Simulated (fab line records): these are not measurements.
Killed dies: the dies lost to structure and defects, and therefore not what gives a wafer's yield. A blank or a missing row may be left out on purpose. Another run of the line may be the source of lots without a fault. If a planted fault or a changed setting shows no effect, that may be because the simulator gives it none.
Split-lot study    flow n5Finfet    21 wafers read from 7 lots, route of 1938 steps

== THE SPLIT ITSELF ==
At N5_BEOL_M5_COAT_71 (time 60 s, resist thk 5 nm), the setting spinRpm was moved away from the recipe's 1500 rpm on 7 of the 21 wafers read, by -10.5% to +5.2%. The other wafers ran this setting at the recipe's value.

== FROM THE SPLIT TO THE READING: what the file shows between them, 3 steps ==
- N5_BEOL_M5_COAT_05: resist thk 30 nm
- N5_BEOL_M5_EBR_07
- N5_BEOL_M5_DESCUM_16: chemistry O2, time 7 s

== THE READING ==
etch.depthNm (the simulator's own value, which no gauge read), in nm, at N5_BEOL_M5_ETCH_72 (etches underlayer in N2/H2, target depth 6.5 nm, time 5.2 s). The file gives no usual value for it. The 14 wafers here that ran the recipe average 4.999 nm, standard deviation 0.01 nm.

wafer   tool, chamber at the split  spinRpm as run, rpm  against the recipe  etch.depthNm, nm  against lot-mates on the recipe
L078.1  lithoTrack-04, 0            1500                 recipe              4.986             -
L078.2  lithoTrack-04, 0            1558                 +3.9%               4.895             -0.091
L078.3  lithoTrack-04, 0            1558                 +3.9%               4.879             -0.107
L081.1  lithoTrack-05, 0            1500                 recipe              5.019             -
L081.3  lithoTrack-05, 0            1442                 -3.9%               5.121             +0.102
L081.6  lithoTrack-05, 0            1442                 -3.9%               5.113             +0.094
L089.3  lithoTrack-02, 0            1500                 recipe              4.988             -
L089.5  lithoTrack-02, 0            1500                 recipe              5                 -
L089.6  lithoTrack-02, 0            1500                 recipe              5.005             -
L090.1  lithoTrack-05, 0            1500                 recipe              5.018             -
L090.5  lithoTrack-05, 0            1500                 recipe              5.005             -
L090.6  lithoTrack-05, 0            1500                 recipe              5.004             -
L094.1  lithoTrack-02, 0            1500                 recipe              4.995             -
L094.2  lithoTrack-02, 0            1500                 recipe              4.989             -
L094.5  lithoTrack-02, 0            1500                 recipe              5.003             -
L096.1  lithoTrack-02, 0            1342                 -10.5%              5.274             +0.281
L096.2  lithoTrack-02, 0            1342                 -10.5%              5.276             +0.283
L096.4  lithoTrack-02, 0            1500                 recipe              4.993             -
L097.1  lithoTrack-04, 0            1578                 +5.2%               4.864             -0.125
L097.2  lithoTrack-04, 0            1500                 recipe              4.986             -
L097.3  lithoTrack-04, 0            1500                 recipe              4.992             -

THE FIT
A straight line over all 21 wafers: etch.depthNm changes by -0.0269 nm for each +1% of spinRpm; r = -0.99; the points scatter about the line by 0.011 nm.
The same after taking each lot's own level away (the mean of its wafers on the recipe; 21 wafers): -0.0262 nm for each +1%; r = -1.00; scatter 0.0063 nm.
Per that fit: largest spinRpm move, reading shift of 0.28 nm.
From 4.9860 to 5.0190 nm: that is the span of the lots' own levels, equal to 3.2 times the standard deviation above.
The two slopes are in agreement: the lot-to-lot level therefore moves the slope only a little.
Check: for one of the wafers moved furthest among these (-10.5%), held out of the fit, the line's prediction against its lot-mates is +0.275 nm. Against them it came out at +0.281 nm.

== ADDITIONAL SPLITS CARRIED BY THESE WAFERS ==
These wafers also went through other splits before the reading. Each is held against what the fit with the lots' levels taken away leaves over:
other split on the same wafers           wafers away from the commonest value  r with etch.depthNm (lot level and that fit taken away)
N5_MOL_CONTACT_COAG_VIA_ETCH_46 biasW    6                                     -0.33
N5_BEOL_M0_ETCH_138 sourceW              11                                    +0.00
N5_BEOL_M0_TRENCH_ETCH_107 targetDepthA  5                                     -0.05
N5_BEOL_M1_ALD_98 aldCycles              9                                     +0.12
N5_BEOL_M3_VIA_ETCH_34 timeS             8                                     -0.37
N5_BEOL_M4_DESCUM_33 timeS               10                                    +0.49
N5_BEOL_M4_VIA_ETCH_34 sourceW           8                                     -0.04

== FILE'S OWN FIT ==
etch.depthNm changes by -0.0261 nm for each +1% of spinRpm, r = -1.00.
